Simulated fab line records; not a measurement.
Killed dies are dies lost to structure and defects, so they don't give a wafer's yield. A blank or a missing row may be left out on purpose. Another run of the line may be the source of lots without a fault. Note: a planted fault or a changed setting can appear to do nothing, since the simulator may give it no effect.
Split-lot experiment    flow n5-finfet    on a route of 1938 steps: 7 lots, 39 wafers read

## THE SPLIT
At N5_PMOS_HMC_CHANNEL_EPI_ETCH_38 (etches SiO2 in CF4, target depth 1.5 nm), the setting target-depth-a was moved away from the recipe's 15 angstrom on 15 of the 39 wafers read, by -50.2% to +58.9%. All remaining wafers had this setting at the recipe value.

Reading taken at the split's own step.

## THE READING
etch.depth-nm (the simulator's own value, which no gauge read), in nm, at N5_PMOS_HMC_CHANNEL_EPI_ETCH_38 (etches SiO2 in CF4, target depth 1.5 nm). The file gives no usual value for it. Average 1.4928 nm, standard deviation 0.027 nm, over the 24 wafers here run with the recipe.

wafer   tool, chamber at the split  target-depth-a as run, angstrom  against the recipe  etch.depth-nm, nm  against lot-mates on the recipe
L074.1  rie-si-05, 2                10.66                            -28.9%              1.037              -0.4600
L074.2  rie-si-05, 1                15                               recipe              1.476              -
L074.3  rie-si-05, 3                10.66                            -28.9%              1.109              -0.3880
L074.4  rie-si-05, 3                15                               recipe              1.546              -
L074.5  rie-si-05, 1                15                               recipe              1.469              -
L074.6  rie-si-05, 2                10.66                            -28.9%              1.048              -0.4490
L077.1  rie-si-06, 1,2              15                               recipe              1.49               -
L077.5  rie-si-06, 1,2              15                               recipe              1.49               -
L077.2  rie-si-06, 2                15                               recipe              1.473              -
L077.3  rie-si-06, 0                15                               recipe              1.514              -
L077.4  rie-si-06, 3                15                               recipe              1.459              -
L077.6  rie-si-06, 3                15                               recipe              1.46               -
L081.1  rie-si-05, 1                7.465                            -50.2%              0.7341             -0.7762
L081.2  rie-si-05, 2                7.465                            -50.2%              0.7275             -0.7828
L081.3  rie-si-05, 3                15                               recipe              1.548              -
L081.4  rie-si-05, 0                15                               recipe              1.507              -
L081.5  rie-si-05, 0                7.465                            -50.2%              0.7534             -0.7569
L081.6  rie-si-05, 1                15                               recipe              1.476              -
L085.1  rie-si-06, 3                23.84                            +58.9%              2.306              +0.8253
L085.2  rie-si-06, 1                15                               recipe              1.476              -
L085.3  rie-si-06, 0                15                               recipe              1.504              -
L085.4  rie-si-06, 2                23.84                            +58.9%              2.336              +0.8553
L085.5  rie-si-06, 2                15                               recipe              1.462              -
L085.6  rie-si-06, 3                23.84                            +58.9%              2.301              +0.8203
L088.2  rie-si-05, 1                15                               recipe              1.471              -
L088.3  rie-si-05, 2                15                               recipe              1.486              -
L088.6  rie-si-05, 1                15                               recipe              1.48               -
L091.1  rie-si-06, 3                9.013                            -39.9%              0.895              -0.6087
L091.2  rie-si-06, 1                9.013                            -39.9%              0.9011             -0.6026
L091.3  rie-si-06, 0                15                               recipe              1.507              -
L091.4  rie-si-06, 2                15                               recipe              1.487              -
L091.5  rie-si-06, 0                15                               recipe              1.517              -
L091.6  rie-si-06, 1                9.013                            -39.9%              0.889              -0.6147
L094.1  rie-si-05, 3                15                               recipe              1.548              -
L094.2  rie-si-05, 1                12.05                            -19.7%              1.192              -0.3173
L094.3  rie-si-05, 2                12.05                            -19.7%              1.193              -0.3163
L094.4  rie-si-05, 0                15                               recipe              1.511              -
L094.5  rie-si-05, 1                12.05                            -19.7%              1.195              -0.3143
L094.6  rie-si-05, 2                15                               recipe              1.469              -
Rows listing several chambers each stand for several wafers; the file does not say which wafer went through which chamber.

THE FIT
A straight line over all 39 wafers: etch.depth-nm changes by +0.0145 nm for each +1% of target-depth-a; r = +1.00; the points scatter about the line by 0.027 nm.
The same after taking each lot's own level away (the mean of its wafers on the recipe; 39 wafers): +0.0148 nm for each +1%; r = +1.00; scatter 0.025 nm.
That fit puts the effect of the largest move of target-depth-a on the reading at 0.87 nm.
Across the lots, their own levels run from 1.47900 to 1.51033 nm, a range of 1.2 times the standard deviation given above.
The two slopes agree, so the slope changes little with the lot-to-lot level.
Check: +0.871 nm against its lot-mates is what the line predicts for one of the wafers moved furthest among these (+58.9%) when that wafer is left out of the fit. It came out at +0.825 nm against them.

## FILE'S OWN FIT
etch.depth-nm changes by +0.0149 nm for each +1% of target-depth-a, r = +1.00.
